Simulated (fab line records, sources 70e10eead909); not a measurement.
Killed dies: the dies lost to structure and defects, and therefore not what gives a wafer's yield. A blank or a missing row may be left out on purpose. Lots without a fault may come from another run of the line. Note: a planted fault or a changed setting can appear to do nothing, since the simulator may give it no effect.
Chamber matching | flow nand_harc | NHARC_A_STAIRCASE_TRIM_196 on rie_diel-01: 4 sister chambers
The step chemistry O2, time 211.2 s. 4 wafers are shown with their chamber, then 7 later ones without.

== EACH WAFER AND ITS CHAMBER ==
wafer  | chamber | showerhead_plenum_p_Torr (Torr)
L079.1 | 0       | 3.45
L079.5 | 2       | 3.48
L090.1 | 1       | 3.61
L090.4 | 3       | 3.33

== WAFERS WHOSE CHAMBER IS MISSING ==
wafer  | showerhead_plenum_p_Torr (Torr)
L090.6 | 3.61
L091.1 | 3.43
L091.2 | 3.61
L091.3 | 3.33
L093.1 | 3.61
L093.3 | 3.32
L093.6 | 3.43

== THE CHAMBER EACH PASSED THROUGH ==
wafer  | from the rows above | in truth
L090.6 | 1                   | 1
L091.1 | 0                   | 0
L091.2 | 1                   | 1
L091.3 | 3                   | 3
L093.1 | 1                   | 1
L093.3 | 3                   | 3
L093.6 | 0                   | 0
7 of 7 placed correctly. Not placeable from these rows: 0. 0 placed wrongly.
How it was worked out, from the rows above alone: a wafer's distance from a chamber is the root of the sum, over the readings, of the square of ((its reading less the chamber's mean) divided by the reading's scatter). If the next closest chamber is less than 2 further off than the closest, the wafer can't be placed; otherwise it belongs to the closest. A chamber's mean is the mean of its shown wafers. The scatter (one wafer shown for each chamber): square how far every hidden wafer sits from the nearest shown wafer, average those squares and take the square root.
